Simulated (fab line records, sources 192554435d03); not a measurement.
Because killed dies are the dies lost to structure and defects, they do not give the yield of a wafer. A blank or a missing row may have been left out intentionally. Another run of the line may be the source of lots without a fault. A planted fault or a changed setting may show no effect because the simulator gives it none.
fab line records + flow n5_finfet
record:
- lots: 7
- wafers: 21
route steps=1938 shown BEOL_M15@1801 MIM_BOT_ETCH@1866 PAD_METAL@1895
start_h: hours from the record's opening day to when the first of the lot's shown wafers began + wait_h: how many hours have passed since the lot's step before this one + " as in the row above + L1.1+2: one row covering several wafers at once + - either no value or no given start + * or withheld: withheld + < > ~ a bound
route shown NAME@n: a module of which the file shows steps, and the number in the route of the first + usual: mean and standard deviation over wafers with no fault + same: alike in all rows + chamber/n: place in a boat + sites: readings site by site + _std_site: how widely they spread, as a standard deviation + _edge_site: inner sites' mean taken away from outer sites' mean + radius_mm: how far each site lies from the wafer's centre + mask NAME#n: copy n + behind: tool/chamber where the wafer was last shaped + hold: why the lot was held/for how many hours/how that ended + device: names the non-switching transistor (n, p or np) + end of line: the same wafers' tests at the end of the route + where a step has no rows: the recipe by itself + killed: dies lost to structure and defects at the first sort, not the wafer's yield + map: shows each die of a wafer: x if killed, . if not, _ if none is there
set.NAME: the setting the step ran with; set.NAME@STEP: the setting that earlier step ran with + model.NAME: the simulator's own value behind a step, which no gauge read
lots whose settings were changed on purpose; a table a step, a row a wafer
== steps ==
step: N5_BEOL_M15_PEB_26
recipe:
- peb_temp_c: 130
- peb_time_s: 90
| lot.wafer  | tool           | chamber | start_h | wait_h | set.peb_temp_c |
|------------|----------------|---------|---------|--------|----------------|
| L074.1+2   | litho_track-04 | 0       | 246.68  | 0.1    | 130            |
| L074.5     | "              | 0       | "       | "      | 132            |
| L081.1+5+6 | litho_track-01 | 0       | 298.93  | 0.1    | 130            |
| L089.3+6   | litho_track-04 | 0       | 339.35  | 0.0    | 126.5          |
| L089.5     | "              | 0       | "       | "      | 130            |
| L090.1+2   | litho_track-03 | 0       | 355.77  | 0.1    | 130            |
| L090.4     | "              | 0       | "       | "      | 127.8          |
| L091.2     | litho_track-04 | 0       | 369.42  | 0.0    | 127.8          |
| L091.3+4   | "              | 0       | "       | "      | 130            |
| L093.1+4   | litho_track-04 | 0       | 396.30  | 0.1    | 130            |
| L093.3     | "              | 0       | "       | "      | 133.7          |
| L096.2+3+5 | litho_track-01 | 0       | 406.49  | 0.0    | 130            |
step: N5_BEOL_M15_DEVELOP_27
recipe:
- develop_time_s: 45
- rinse_liquid: diw
- dry: air_spin
- dev_temp_c: 21
| lot.wafer  | tool           | chamber | start_h | wait_h | set.develop_time_s |
|------------|----------------|---------|---------|--------|--------------------|
| L074.1     | litho_track-04 | 0       | -       | -      | 45                 |
| L074.2+5   | "              | 0       | "       | "      | 48.71              |
| L081.1+5+6 | litho_track-01 | 0       | -       | -      | 45                 |
| L089.3+5+6 | litho_track-04 | 0       | -       | -      | 45                 |
| L090.1     | litho_track-03 | 0       | -       | -      | 45                 |
| L090.2+4   | "              | 0       | "       | "      | 42.46              |
| L091.2+4   | litho_track-04 | 0       | -       | -      | 45                 |
| L091.3     | "              | 0       | "       | "      | 36.36              |
| L093.1+4   | litho_track-04 | 0       | -       | -      | 45                 |
| L093.3     | "              | 0       | "       | "      | 35.85              |
| L096.2+3   | litho_track-01 | 0       | -       | -      | 49.73              |
| L096.5     | "              | 0       | "       | "      | 45                 |
step: N5_BEOL_M15_HARDBAKE_32
recipe:
- temp_c: 130
- time_s: 120
step: N5_BEOL_M15_CD_MEAS_28
recipe:
- target_cd_nm: 407.6
- landing_energy_ev: 500
- detector: se_inlens
usual:
- cd_nm: 406.3/2.1
| lot.wafer | tool      | chamber | start_h | wait_h | set.peb_temp_c@BEOL_M15_PEB_26 | cd_nm |
|-----------|-----------|---------|---------|--------|--------------------------------|-------|
| L074.1    | cd_sem-02 | 0       | 246.80  | -      | 130                            | 403.9 |
| L074.2    | "         | 0       | "       | "      | 130                            | 404.1 |
| L074.5    | "         | 0       | "       | "      | 132                            | 420.4 |
| L081.1    | cd_sem-01 | 0       | 299.05  | -      | 130                            | 404.9 |
| L081.5    | "         | 0       | "       | "      | 130                            | 405.9 |
| L081.6    | "         | 0       | "       | "      | 130                            | 406.4 |
| L089.3    | cd_sem-01 | 0       | 339.47  | -      | 126.5                          | 386.6 |
| L089.5    | "         | 0       | "       | "      | 130                            | 408.4 |
| L089.6    | "         | 0       | "       | "      | 126.5                          | 394.2 |
| L090.1    | cd_sem-02 | 0       | 355.88  | -      | 130                            | 407.0 |
| L090.2    | "         | 0       | "       | "      | 130                            | 404.2 |
| L090.4    | "         | 0       | "       | "      | 127.8                          | 396.5 |
| L091.2    | cd_sem-03 | 0       | 369.53  | -      | 127.8                          | 398.1 |
| L091.3    | "         | 0       | "       | "      | 130                            | 407.9 |
| L091.4    | "         | 0       | "       | "      | 130                            | 406.0 |
| L093.1    | cd_sem-03 | 0       | 396.41  | -      | 130                            | 403.2 |
| L093.3    | "         | 0       | "       | "      | 133.7                          | 419.4 |
| L093.4    | "         | 0       | "       | "      | 130                            | 411.6 |
| L096.2    | cd_sem-01 | 0       | 406.61  | -      | 130                            | 405.9 |
| L096.3    | "         | 0       | "       | "      | 130                            | 407.6 |
| L096.5    | "         | 0       | "       | "      | 130                            | 405.5 |
step: N5_BEOL_M15_DESCUM_33
recipe:
- chemistry: O2
- time_s: 7.9
- source_power_w: 50
- bias_power_w: 20
- pressure_mtorr: 20
- rf_frequency_hz: 2.712e+07
- temp_c: 40
- o2_flow_sccm: 225
| lot.wafer | tool        | chamber | start_h | wait_h | set.peb_temp_c@BEOL_M15_PEB_26 | model.BEOL_M15.cd_nm |
|-----------|-------------|---------|---------|--------|--------------------------------|----------------------|
| L074.1    | rie_diel-03 | 3       | 246.88  | 0.0    | 130                            | 403.6                |
| L074.2    | "           | 1       | "       | "      | 130                            | 404.2                |
| L074.5    | "           | 3       | "       | "      | 132                            | 420.2                |
| L081.1    | rie_diel-04 | 0       | 299.14  | 0.0    | 130                            | 405                  |
| L081.5    | "           | 1       | "       | "      | 130                            | 405.6                |
| L081.6    | "           | 2       | "       | "      | 130                            | 406.4                |
| L089.3    | rie_diel-04 | 2       | 339.55  | 0.0    | 126.5                          | 386.6                |
| L089.5    | "           | 2       | "       | "      | 130                            | 408.2                |
| L089.6    | "           | 1       | "       | "      | 126.5                          | 394.4                |
| L090.1    | rie_diel-06 | 1       | 356.38  | 0.4    | 130                            | 406.6                |
| L090.2    | "           | 0       | "       | "      | 130                            | 404.2                |
| L090.4    | "           | 2       | "       | "      | 127.8                          | 396                  |
| L091.2    | rie_diel-04 | 1       | 369.78  | 0.0    | 127.8                          | 398                  |
| L091.3    | "           | 3       | "       | "      | 130                            | 407.8                |
| L091.4    | "           | 0       | "       | "      | 130                            | 406                  |
| L093.1    | rie_diel-03 | 3       | 396.69  | 0.2    | 130                            | 403.4                |
| L093.3    | "           | 2       | "       | "      | 133.7                          | 419                  |
| L093.4    | "           | 2       | "       | "      | 130                            | 411.8                |
| L096.2    | rie_diel-06 | 1       | 406.70  | 0.0    | 130                            | 405.6                |
| L096.3    | "           | 2       | "       | "      | 130                            | 407.4                |
| L096.5    | "           | 3       | "       | "      | 130                            | 405.4                |
step: N5_BEOL_M15_ETCH_61
recipe:
- chemistry: N2/H2
- target: BARC
- target_depth_a: 890
- overetch_a: 267
- time_s: 67.9
- ion_energy_ev: 200
- pressure_mtorr: 30
- source_w: 840
- bias_w: 150
- n2_flow_sccm: 200
- h2_flow_sccm: 200
| lot.wafer | tool        | chamber | start_h | wait_h | set.peb_temp_c@BEOL_M15_PEB_26 | model.BEOL_M15.cd_nm |
|-----------|-------------|---------|---------|--------|--------------------------------|----------------------|
| L074.1    | rie_diel-03 | 3       | 246.92  | 0.0    | 130                            | 396.6                |
| L074.2    | "           | 1       | "       | "      | 130                            | 395.8                |
| L074.5    | "           | 3       | "       | "      | 132                            | 413                  |
| L081.1    | rie_diel-04 | 0       | 299.17  | 0.0    | 130                            | 396.8                |
| L081.5    | "           | 1       | "       | "      | 130                            | 397.2                |
| L081.6    | "           | 2       | "       | "      | 130                            | 397.6                |
| L089.3    | rie_diel-04 | 2       | 339.59  | 0.0    | 126.5                          | 378.4                |
| L089.5    | "           | 2       | "       | "      | 130                            | 400.2                |
| L089.6    | "           | 1       | "       | "      | 126.5                          | 386.2                |
| L090.1    | rie_diel-06 | 1       | 356.41  | 0.0    | 130                            | 401                  |
| L090.2    | "           | 0       | "       | "      | 130                            | 397.4                |
| L090.4    | "           | 2       | "       | "      | 127.8                          | 388.8                |
| L091.2    | rie_diel-04 | 1       | 369.81  | 0.0    | 127.8                          | 388.8                |
| L091.3    | "           | 3       | "       | "      | 130                            | 400                  |
| L091.4    | "           | 0       | "       | "      | 130                            | 397.4                |
| L093.1    | rie_diel-03 | 3       | 396.72  | 0.0    | 130                            | 395.8                |
| L093.3    | "           | 2       | "       | "      | 133.7                          | 411.8                |
| L093.4    | "           | 2       | "       | "      | 130                            | 405                  |
| L096.2    | rie_diel-06 | 1       | 406.73  | 0.0    | 130                            | 399.8                |
| L096.3    | "           | 2       | "       | "      | 130                            | 398.6                |
| L096.5    | "           | 3       | "       | "      | 130                            | 399.4                |
step: N5_BEOL_M15_TRENCH_ETCH_34
recipe:
- chemistry: C4F8/O2/Ar
- target: SiO2
- target_depth_a: 8729.3
- he_inner_torr: 15
- he_outer_torr: 30
- time_s: 199
- ion_energy_ev: 800
- pressure_mtorr: 20
- source_w: 1905
- bias_w: 2040
- Ar_flow_sccm: 400
- C4F8_flow_sccm: 16
- O2_flow_sccm: 12
| lot.wafer | tool        | chamber | start_h | wait_h | set.peb_temp_c@BEOL_M15_PEB_26 | model.BEOL_M15.cd_nm |
|-----------|-------------|---------|---------|--------|--------------------------------|----------------------|
| L074.1    | rie_diel-03 | 3       | 246.97  | 0.0    | 130                            | 396.4                |
| L074.2    | "           | 1       | "       | "      | 130                            | 395.8                |
| L074.5    | "           | 3       | "       | "      | 132                            | 413.2                |
| L081.1    | rie_diel-04 | 0       | 299.22  | 0.0    | 130                            | 396.8                |
| L081.5    | "           | 1       | "       | "      | 130                            | 396.6                |
| L081.6    | "           | 2       | "       | "      | 130                            | 397.6                |
| L089.3    | rie_diel-04 | 2       | 339.64  | 0.0    | 126.5                          | 378.4                |
| L089.5    | "           | 2       | "       | "      | 130                            | 400                  |
| L089.6    | "           | 1       | "       | "      | 126.5                          | 386.8                |
| L090.1    | rie_diel-06 | 1       | 356.46  | 0.0    | 130                            | 401.2                |
| L090.2    | "           | 0       | "       | "      | 130                            | 397.8                |
| L090.4    | "           | 2       | "       | "      | 127.8                          | 388                  |
| L091.2    | rie_diel-04 | 1       | 369.86  | 0.0    | 127.8                          | 389.8                |
| L091.3    | "           | 3       | "       | "      | 130                            | 400.6                |
| L091.4    | "           | 0       | "       | "      | 130                            | 398.2                |
| L093.1    | rie_diel-03 | 3       | 396.77  | 0.0    | 130                            | 396.2                |
| L093.3    | "           | 2       | "       | "      | 133.7                          | 410.8                |
| L093.4    | "           | 2       | "       | "      | 130                            | 404.2                |
| L096.2    | rie_diel-06 | 1       | 406.78  | 0.0    | 130                            | 400.4                |
| L096.3    | "           | 2       | "       | "      | 130                            | 397.4                |
| L096.5    | "           | 3       | "       | "      | 130                            | 400                  |
step: N5_MIM_BOT_ETCH_ETCH_04
recipe:
- chemistry: CF4/O2
- target: SiNx
- target_depth_a: 260
- time_s: 13
- ion_energy_ev: 100
- pressure_mtorr: 40
- source_w: 535
- bias_w: 49
- Ar_flow_sccm: 100
- cf4_flow_sccm: 100
- O2_flow_sccm: 10
| lot.wafer | tool        | chamber | start_h | wait_h | set.time_s | model.etch.depth_nm |
|-----------|-------------|---------|---------|--------|------------|---------------------|
| L074.1    | rie_diel-02 | 1       | 256.93  | 0.0    | 15.5       | 28.4                |
| L074.2    | "           | 3       | "       | "      | 15.5       | 32.61               |
| L074.5    | "           | 1       | "       | "      | 13         | 23.96               |
| L081.1    | rie_diel-01 | 1       | 306.07  | 0.0    | 13         | 25.19               |
| L081.5    | "           | 1       | "       | "      | 13         | 25.03               |
| L081.6    | "           | 2       | "       | "      | 13         | 23.98               |
| L089.3    | rie_diel-05 | 3       | 347.42  | 0.0    | 13         | 25.79               |
| L089.5    | "           | 3       | "       | "      | 10.65      | 21.34               |
| L089.6    | "           | 2       | "       | "      | 10.65      | 21.24               |
| L090.1    | rie_diel-05 | 2       | 366.75  | 0.0    | 10.65      | 21.42               |
| L090.2    | "           | 3       | "       | "      | 13         | 25.84               |
| L090.4    | "           | 2       | "       | "      | 13         | 25.95               |
| L091.2    | rie_diel-05 | 0       | 379.79  | 0.0    | 13         | 27.17               |
| L091.3    | "           | 1       | "       | "      | 13         | 26.14               |
| L091.4    | "           | 2       | "       | "      | 13         | 25.83               |
| L093.1    | rie_diel-01 | 2       | 408.63  | 0.0    | 14.56      | 27.18               |
| L093.3    | "           | 1       | "       | "      | 14.56      | 27.62               |
| L093.4    | "           | 3       | "       | "      | 14.56      | 28.46               |
| L096.2    | rie_diel-01 | 0       | 415.02  | 0.0    | 13         | 27.04               |
| L096.3    | "           | 1       | "       | "      | 13         | 24.72               |
| L096.5    | "           | 1       | "       | "      | 13         | 24.74               |
step: N5_PASSIVATION_SPUTTER_20
recipe:
- material: TaN
- target_thk_a: 500
- temp_c: 25
- chamber_pressure_pa: 0.4
| lot.wafer | tool           | chamber | start_h | wait_h | set.target_thk_a | model.TaN_of_PASSIVATION_SPUTTER_20.thk_nm |
|-----------|----------------|---------|---------|--------|------------------|--------------------------------------------|
| L074.1    | pvd_sputter-02 | -       | 260.10  | 0.0    | 500              | 50.2                                       |
| L074.2    | "              | -       | "       | "      | 554.9            | 56.2                                       |
| L074.5    | "              | -       | "       | "      | 500              | 49.8                                       |
| L081.1    | pvd_sputter-01 | -       | 309.93  | 0.0    | 500              | 49.6                                       |
| L081.5    | "              | -       | "       | "      | 500              | 51.4                                       |
| L081.6    | "              | -       | "       | "      | 500              | 48.8                                       |
| L089.3    | pvd_sputter-01 | -       | 351.42  | 0.0    | 439.8            | 43                                         |
| L089.5    | "              | -       | "       | "      | 500              | 49.2                                       |
| L089.6    | "              | -       | "       | "      | 439.8            | 43.6                                       |
| L090.1    | pvd_sputter-03 | -       | 369.10  | 0.0    | 529.2            | 51.8                                       |
| L090.2    | "              | -       | "       | "      | 529.2            | 51                                         |
| L090.4    | "              | -       | "       | "      | 529.2            | 51.6                                       |
| L091.2    | pvd_sputter-01 | -       | 382.98  | 0.0    | 553.3            | 55.8                                       |
| L091.3    | "              | -       | "       | "      | 553.3            | 56.2                                       |
| L091.4    | "              | -       | "       | "      | 500              | 52.4                                       |
| L093.1    | pvd_sputter-01 | -       | 414.92  | 0.0    | 471.7            | 48.8                                       |
| L093.3    | "              | -       | "       | "      | 500              | 49.6                                       |
| L093.4    | "              | -       | "       | "      | 500              | 50.2                                       |
| L096.2+5  | pvd_sputter-01 | -       | 418.46  | 0.0    | 500              | 50                                         |
| L096.3    | "              | -       | "       | "      | 531              | 54.2                                       |
== key ==
split:
- step: N5_BEOL_M15_PEB_26
- setting: peb_temp_c
- stated: 130
- by: wafer
response:
- step: N5_BEOL_M15_CD_MEAS_28
- reading: cd_nm
- change: +5.88
- per: 1%
- r: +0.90
response:
- step: N5_BEOL_M15_DESCUM_33
- reading: model.BEOL_M15.cd_nm
- change: +5.81
- per: 1%
- r: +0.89
response:
- step: N5_BEOL_M15_ETCH_61
- reading: model.BEOL_M15.cd_nm
- change: +6.01
- per: 1%
- r: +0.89
response:
- step: N5_BEOL_M15_TRENCH_ETCH_34
- reading: model.BEOL_M15.cd_nm
- change: +5.93
- per: 1%
- r: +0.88
split:
- step: N5_BEOL_M15_DEVELOP_27
- setting: develop_time_s
- stated: 45
- by: wafer
response none clear
split:
- step: N5_MIM_BOT_ETCH_ETCH_04
- setting: time_s
- stated: 13
- by: wafer
response:
- step: N5_MIM_BOT_ETCH_ETCH_04
- reading: model.etch.depth_nm
- change: +0.282
- per: 1%
- r: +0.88
split:
- step: N5_PASSIVATION_SPUTTER_20
- setting: target_thk_a
- stated: 500
- by: wafer
response:
- step: N5_PASSIVATION_SPUTTER_20
- reading: model.TaN_of_PASSIVATION_SPUTTER_20.thk_nm
- change: +0.467
- per: 1%
- r: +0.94
